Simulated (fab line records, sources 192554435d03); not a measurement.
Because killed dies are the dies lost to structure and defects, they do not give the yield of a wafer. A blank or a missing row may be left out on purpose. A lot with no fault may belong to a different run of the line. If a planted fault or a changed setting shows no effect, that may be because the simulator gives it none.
Which tool is to blame?	flow n5-finfet	9 lots with 27 wafers sampled at 5 steps, on a route of 1938 steps

WHAT THE GAUGES READ, wafer by wafer
N5_SD_EPI_P_EPI_MEAS_23.
lot	measured	on	thk-nm (nm)
L859	day 4 04:44	film-metro-01	60.5 60.2 60.8
L860	day 4 08:32	film-metro-02	1.4 0.7 1.3
L861	day 4 14:08	film-metro-02	2.8 2.4 0.1
L870	day 7 00:50	film-metro-01	60.9 59.1 61.7
L871	day 7 03:26	film-metro-01	59.5 61.3 61.2
L872	day 7 08:40	film-metro-01	61.7 61.9 60.4
L873	day 7 14:48	film-metro-02	61.9 60.3 61.8
L875	day 8 07:43	film-metro-01	59.8 59.8 59.1
L878	day 9 09:01	film-metro-02	59.4 57.6 59.4

TOOL THAT RAN EACH LOT (tool first, then ch and the chambers of the sampled wafers, then the start)
lot	N5_SPACER0_ALD_08	N5_SD_EPI_P_ETCH_37	N5_SD_EPI_P_ETCHBACK_46	N5_SD_EPI_P_STRIP_40
L859	ald-sin-01 ch 0,1,2, day 3 19:23	rie-diel-03 ch 0,1,3, day 4 01:17	rie-diel-03 ch 0,1,3, day 4 01:36	plasma-asher-02 ch 0,1, day 4 02:01
L860	ald-sin-04 ch 0,1, day 3 23:37	rie-diel-01 ch 2,3, day 4 05:03	rie-diel-01 ch 2,3, day 4 05:23	plasma-asher-02 ch 0,1, day 4 05:49
L861	ald-sin-04 ch 0,2, day 4 05:22	rie-diel-01 ch 0,1, day 4 10:41	rie-diel-01 ch 0,1, day 4 11:01	plasma-asher-02 ch 0,1, day 4 11:26
L870	ald-sin-04 ch 1,2, day 6 14:28	rie-diel-01 ch 0,1,2, day 6 20:32	rie-diel-01 ch 0,1,2, day 6 20:52	plasma-asher-02 ch 0,1, day 6 21:17
L871	ald-sin-04 ch 0,1,3, day 6 18:01	rie-diel-01 ch 1,2,3, day 6 23:08	rie-diel-01 ch 1,2,3, day 6 23:28	plasma-asher-01 ch 0,1, day 6 23:53
L872	ald-sin-04 ch 0,1,2, day 6 23:01	rie-diel-01 ch 0,1,3, day 7 04:20	rie-diel-01 ch 0,1,3, day 7 04:40	plasma-asher-02 ch 0,1, day 7 05:05
L873	ald-sin-01 ch 1,2, day 7 05:40	rie-diel-01 ch 1,2,3, day 7 11:20	rie-diel-01 ch 1,2,3, day 7 11:39	plasma-asher-02 ch 0,1, day 7 12:04
L875	ald-sin-04 ch 0,1, day 7 20:57	rie-diel-01 ch 0,2, day 8 03:25	rie-diel-01 ch 0,2, day 8 03:45	plasma-asher-01 ch 0,1, day 8 04:10
L878	ald-sin-04 ch 0,2, day 8 22:47	rie-diel-04 ch 0,1, day 9 04:42	rie-diel-04 ch 0,1, day 9 05:01	plasma-asher-02 ch 0,1, day 9 05:28
- N5_SPACER0_ALD_08: deposits SiNx, target thk 2 nm.
- N5_SD_EPI_P_ETCH_37: etches SOC in N2/H2, overetch 108 nm, time 486 s.
- N5_SD_EPI_P_ETCHBACK_46: etches SiNx in CH3F/O2, stops on SiO2, target depth 17.5 nm.
- N5_SD_EPI_P_STRIP_40: strips in N2/H2.

THE ANSWER, worked out from the rows above alone
Rule: the lots themselves supply what counts as usual. Put in order of their means at a reading, lots are off if they are a third of the lots or fewer, leave a main group of 4 or more, and stand apart from it by a gap of 3 or more times the standard deviation of the main group's means; of several such gaps the widest counts. The tables above print the reading to a certain number of digits; a main group whose means all agree to those digits is not used. Also off: a lot with no number at a reading for which 4 or more lots have one. Where the step has rows for the other lots, those lots are counted as sound.
Off: L860, L861 (N5_SD_EPI_P_EPI_MEAS_23, thk-nm). For the main group the mean is 60.4 nm and the standard deviation 0.85.
A tool fits if, at a process step before that reading, it ran every lot that is off, and no sound lot after the first of them. Those tools and the gauges at N5_SD_EPI_P_EPI_MEAS_23 are tried in the same way. None of those tried fits.

WHAT WAS PUT IN BY THE SIMULATOR
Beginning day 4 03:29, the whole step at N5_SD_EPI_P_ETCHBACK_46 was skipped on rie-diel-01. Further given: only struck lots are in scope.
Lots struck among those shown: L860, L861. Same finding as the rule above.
